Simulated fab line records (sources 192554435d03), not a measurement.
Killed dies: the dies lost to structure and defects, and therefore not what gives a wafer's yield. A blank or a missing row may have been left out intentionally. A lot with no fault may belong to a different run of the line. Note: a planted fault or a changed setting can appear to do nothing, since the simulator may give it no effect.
Struck lot and sound lot, side by side ; flow n5 finfet ; 36 steps out of a route of 1938
Sound: these wafers, L599.1, L599.4, L599.6. Struck: wafers L590.1, L590.3 (left out: L590.4, a lot-mate that was not struck); the cause follows at the end.
Per side, at each step with rows, come the tool, then ch with its chambers, and then its first start. Under that, the readings that differ: sound wafers ; struck wafers ; difference of the means ; sigmas: that difference in standard deviations of wafers without a fault.
alike: words and numbers the same on both sides, and readings whose means are apart by under 2 such deviations; not compared: readings that were withheld, readings missing a value for some wafer, numbers with overlapping values and no deviation given by the record, and bounds like >300 which may hide the same value.
Wherever a step has rows on one side only, a row that says differs or no value, or a row with sigmas, the two part there. When numbers do not overlap yet have no deviation, they are printed without sigmas and do not part them. A reading that every wafer of one side lacks parts them only if that side has two wafers or more.

first, 9 steps without rows for these wafers: N5_BEOL_M11_ALD_74 (deposits TaN, target thk 2 nm, pulse time 2 s, purge time 3 s); N5_BEOL_M11_SURFACE_TREAT_76; N5_BEOL_M11_CVD_75 (deposits Co from CCTBA/H2, target thk 2 nm, time 138.9 s); N5_BEOL_M11_SPUTTER_48 (material Cu, target thk 12 nm, time 2 s); N5_BEOL_M11_ECD_50 (material Cu, target thk 318 nm); N5_BEOL_M11_ANNEAL_51 (time 90 s); N5_BEOL_M11_CMP_52 (polishes, stops on SiCOH lowk, t overpolish 7 s, target thk 140 nm); N5_BEOL_M11_PRE_CLEAN_55 (time 15 s); N5_BEOL_M11_DEP_56 (deposits SiCN from 3MS/NH3, target thk 30 nm, time 10.5 s).
N5_BEOL_M12_ILD_DEP_00: deposits SiOC from DEMS/O2, target thk 658.92 nm, time 130.7 s.
  sound on pecvd-01 ch 0,2, day 16 23:08; struck on pecvd-04 ch 0,1, day 14 14:11
reading;sound;struck;difference;sigmas
model.SiOC_of_BEOL_M12_ILD_DEP_00.thk nm (nm);657.8 671.2 657.4;704.6 704.6;+42.5;
  alike: heater power w, showerhead plenum p Torr, throttle valve pct
N5_BEOL_M12_THK_MEAS_01:
  sound: film metro-02 at day 16 23:16; struck: film metro-02 at day 14 14:19
reading;sound;struck;difference;sigmas
M12_ILD_THK (nm);658 671 658;705 705;+43;+5
then, 10 steps without rows for these wafers: N5_BEOL_M12_COAT_58 (time 60 s, resist thk 89 nm); N5_BEOL_M12_COAT_04 (resist thk 400 nm); N5_BEOL_M12_EBR_06; N5_BEOL_M12_SOFTBAKE_05 (time 60 s); N5_BEOL_M12_EXPOSE_07 (exposes mask V11); N5_BEOL_M12_PEB_08 (peb time 90 s); N5_BEOL_M12_DEVELOP_09 (develop time 45 s); N5_BEOL_M12_HARDBAKE_14 (time 120 s); N5_BEOL_M12_DESCUM_15 (chemistry O2, time 7.9 s); N5_BEOL_M12_ETCH_59 (etches BARC in N2/H2, target depth 89 nm, overetch 26.7 nm, time 67.9 s).
N5_BEOL_M12_VIA_ETCH_16: etches SiOC in C4F8/O2/Ar, target depth 724.8 nm.
  sound on rie diel-06 ch 0,3, day 16 23:44; struck on rie diel-05 ch 1,3, day 14 14:55
reading;sound;struck;difference;sigmas
model.etch.depth nm (nm);657.9 671.3 657.5;704.5 704.6;+42.3;
model.coat_of_BEOL_M12_COAT_04.thk nm (nm);123.6 117.8 122.6;108.6 110.4;-11.8;
  alike: drypump motor current A, oes product au, rf vpp V, showerhead plenum p Torr, throttle valve pct
N5_BEOL_M12_STRIP_63: strips in N2/H2.
  sound on plasma asher-02 ch 0,1, day 16 23:56; struck on plasma asher-01 ch 0,1, day 14 15:07
reading;sound;struck;difference;sigmas
strip time to endpoint s (s);42.6 41.1 42.4;38.6 39.1;-3.2;-3
  alike: drypump motor current A, heater power w, oes product au
  not compared: rf hours counter h
then, 12 steps without rows for these wafers: N5_BEOL_M12_STRIP_64 (strips in N2/H2); N5_BEOL_M12_STRIP_71 (strips in post etch residue remover, time 60 s); N5_BEOL_M12_SRD_72 (time 30 s, dry time 30 s); N5_BEOL_M12_COAT_65 (time 60 s, resist thk 300 nm); N5_BEOL_M12_COAT_66 (time 60 s, resist thk 110 nm); N5_BEOL_M12_COAT_22 (resist thk 300 nm); N5_BEOL_M12_EBR_24; N5_BEOL_M12_SOFTBAKE_23 (time 60 s); N5_BEOL_M12_EXPOSE_25 (exposes mask M12); N5_BEOL_M12_PEB_26 (peb time 90 s); N5_BEOL_M12_DEVELOP_27 (develop time 45 s); N5_BEOL_M12_HARDBAKE_32 (time 120 s).
N5_BEOL_M12_CMP_49: polishes, stops on SiOC, t overpolish 20.6 s, target thk 320 nm.
  sound on cmp-04 ch 1,2, day 17 07:31; struck on cmp-02 ch 1,3, day 14 20:22
reading;sound;struck;difference;sigmas
motor current A (A);5.6 5.3 5.8;6.6 6.9;+1.2;+3
model.SiOC_of_BEOL_M12_ILD_DEP_00.thk nm (nm);598.4 611.2 598.2;644.6 643.4;+41.4;

## WHERE THEY PART
First at N5_BEOL_M12_THK_MEAS_01; last, within this record, at N5_BEOL_M12_CMP_49.

WHY: whatever the simulator had introduced
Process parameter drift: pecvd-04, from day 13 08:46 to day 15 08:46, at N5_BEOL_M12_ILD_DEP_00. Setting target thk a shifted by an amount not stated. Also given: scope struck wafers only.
